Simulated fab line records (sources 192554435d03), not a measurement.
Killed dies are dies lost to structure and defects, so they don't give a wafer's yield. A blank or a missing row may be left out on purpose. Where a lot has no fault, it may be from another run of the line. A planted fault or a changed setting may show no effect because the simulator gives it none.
Matching of chambers    flow n5Finfet    cmp-03 running N5_BEOL_M9_CMP_52: 4 sister chambers
The step polishes, stops on SiCOH lowk, t overpolish 7 s, target thk 140 nm. 4 wafers are shown with their chamber, then 10 later ones without.

## WAFERS PAIRED WITH THEIR CHAMBERS
wafer   chamber  motorCurrentA (A)
L082.3  1        5.4
L088.5  3        5.8
L090.2  2        6.1
L090.4  0        8.0

## WAFERS WHOSE CHAMBER IS MISSING
wafer   motorCurrentA (A)
L090.5  5.6
L093.1  7.4
L093.3  5.9
L093.4  5.3
L095.4  6.1
L095.5  7.6
L095.6  5.3
L097.1  5.7
L097.4  5.2
L097.5  6.0

## THE CHAMBER EACH PASSED THROUGH
wafer   from the rows above           in truth
L090.5  can't be placed: 1 or 3 or 2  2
L093.1  0                             0
L093.3  can't be placed: 3 or 2 or 1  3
L093.4  can't be placed: 1 or 3       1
L095.4  can't be placed: 2 or 3       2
L095.5  0                             0
L095.6  can't be placed: 1 or 3       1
L097.1  can't be placed: 3 or 1 or 2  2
L097.4  can't be placed: 1 or 3       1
L097.5  can't be placed: 2 or 3 or 1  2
Correctly placed: 2 of 10. Unplaceable from these rows: 8, with the true chamber sitting among the candidates in 8. Number placed wrongly: 0.
How it was worked out, from the rows above alone: a wafer's distance from a chamber is the root of the sum, over the readings, of the square of ((its reading less the chamber's mean) divided by the reading's scatter). If the next closest chamber is less than 2 further off than the closest, the wafer can't be placed; otherwise it belongs to the closest. Each chamber's mean is taken over the wafers shown for it. The scatter (one wafer shown for each chamber): square how far every hidden wafer sits from the nearest shown wafer, average those squares and take the square root.
